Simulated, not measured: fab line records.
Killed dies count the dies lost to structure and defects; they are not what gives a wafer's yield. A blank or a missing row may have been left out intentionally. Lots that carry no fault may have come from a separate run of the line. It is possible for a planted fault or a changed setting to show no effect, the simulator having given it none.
Comparing a struck lot with a sound one -- flow n5_finfet -- 15 steps out of a route of 1938
Sound: the wafers L793.1, L793.4, L793.5. Wafers struck: L795.2, L795.4, L795.6. The cause is given at the end.
Per side, at each step with rows, come the tool, then ch with its chambers, and then its first start. Under that, the readings that differ: sound wafers -- struck wafers -- difference of the means -- sigmas: that difference in standard deviations of wafers without a fault.
alike: a reading whose means differ by less than 2 such deviations, as well as words and numbers matching on both sides. not compared: withheld readings; readings where some wafer has no value; bounds like >300 that might hide an equal value; numbers whose values overlap and for which the record gives no deviation.
The two part at a step that has a row with sigmas, a row that says differs or no value, or rows on one side only. Numbers that have no deviation but don't overlap get no sigmas and don't part them. Lack of a reading on every wafer of one side parts them only where that side has two or more wafers.

N5_BEOL_M6_ALD_77: deposits TaN, target thk 2 nm, pulse time 2 s, purge time 3 s.
  sound on ald_metal-04 ch 1,3, day 11 06:55; struck on ald_metal-04 ch 0,1,3, day 11 12:38
  alike: heater_power_w
then, 2 steps without rows for these wafers: N5_BEOL_M6_SURFACE_TREAT_79; N5_BEOL_M6_CVD_78 (deposits Co from CCTBA/H2, target thk 2 nm, time 142.3 s).
N5_BEOL_M6_SPUTTER_48: material Cu, target thk 10 nm, time 1.667 s.
  sound on pvd_sputter-02, day 11 08:01; struck on pvd_sputter-01, day 11 13:15
  alike: bias_v, chamber_pressure_pa, throttle_valve_pct
then, 1 step without rows for these wafers: N5_BEOL_M6_ECD_50 (material Cu, target thk 300 nm).
N5_BEOL_M6_ANNEAL_51: time 90 s.
  sound on rtp_anneal-01 ch 0, day 11 08:22; struck on rtp_anneal-02 ch 0, day 11 13:41
  alike: wafer_temp_C_max
then, 1 step without rows for these wafers: N5_BEOL_M6_CMP_52 (polishes, stops on SiCOH lowk, t overpolish 6.9 s, target thk 80 nm).
N5_BEOL_M6_THK_MEAS_53: measures by xrf.
  sound on film_metro-01, day 11 08:58; struck on film_metro-02, day 11 14:15
  alike: M6_THK
then, 1 step without rows for these wafers: N5_BEOL_M6_PRE_CLEAN_55 (time 15 s).
N5_BEOL_M6_DEP_56: deposits SiCN from 3MS/NH3, target thk 10 nm, time 17.5 s.
  sound on pecvd-02 ch 1, day 11 09:03; struck on pecvd-02 ch 0, day 11 14:19
  alike: showerhead_plenum_p_Torr, throttle_valve_pct
N5_BEOL_M6_RS_MEAS_57: measurement is done with a four-point probe.
  sound on film_metro-01, day 11 09:08; struck on film_metro-02, day 11 14:25
  alike: M6_RS
N5_BEOL_M6_INSPECT_58: inspects for defects (darkfield).
  sound on defect_inspect-02, day 11 09:10; struck on defect_inspect-02, day 11 14:26
  alike: raw_defect_count
N5_BEOL_M7_ILD_DEP_00: deposits SiCOH lowk from DEMS/porogen, target thk 179.75 nm, time 33.4 s.
  sound on pecvd-03 ch 0,2, day 11 09:12; struck on pecvd-03 ch 0,1,2, day 11 14:28
reading,sound,struck,difference,sigmas
susceptor_temp_C (C),299.64 299.57 300.19,298.82 298.39 298.63,-1.19,-6
  alike: heater_power_w, showerhead_plenum_p_Torr, throttle_valve_pct
N5_BEOL_M7_CURE_74: cures SiCOH lowk, time 240 s.
  sound on uv_cure-01 ch 0, day 11 09:16; struck on uv_cure-01 ch 1, day 11 14:37
  alike: lamp_power_pct, wafer_temp_C_max
-- record jumps: 3 days separate the struck wafers' starts on either side; left off in module BEOL_M7, taken up again in module PASSIVATION, whose first shown step is the route's number 1936 --
N5_PASSIVATION_PROBE_49:
  sound on prober-02, day 15 04:29; struck on prober-02, day 15 00:53
  alike: defect_limited_yield, killed_at_M0_to_M3, killed_at_M4_up, killed_at_contacts, killed_at_front_end, killed_at_other, killed_dies, killed_open, killed_short, sort_bin_5_function, sort_bin_6_memory, sort_n_pass, sort_yield_pct

== WHERE THEY PART ==
At N5_BEOL_M7_ILD_DEP_00 and nowhere else, as far as this record goes. Later steps at which nothing parts them and some readings are alike: N5_BEOL_M7_CURE_74, N5_PASSIVATION_PROBE_49.

WHY: what the simulator had put in
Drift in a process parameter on pecvd-03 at N5_BEOL_M7_ILD_DEP_00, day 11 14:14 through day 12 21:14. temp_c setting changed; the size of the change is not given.
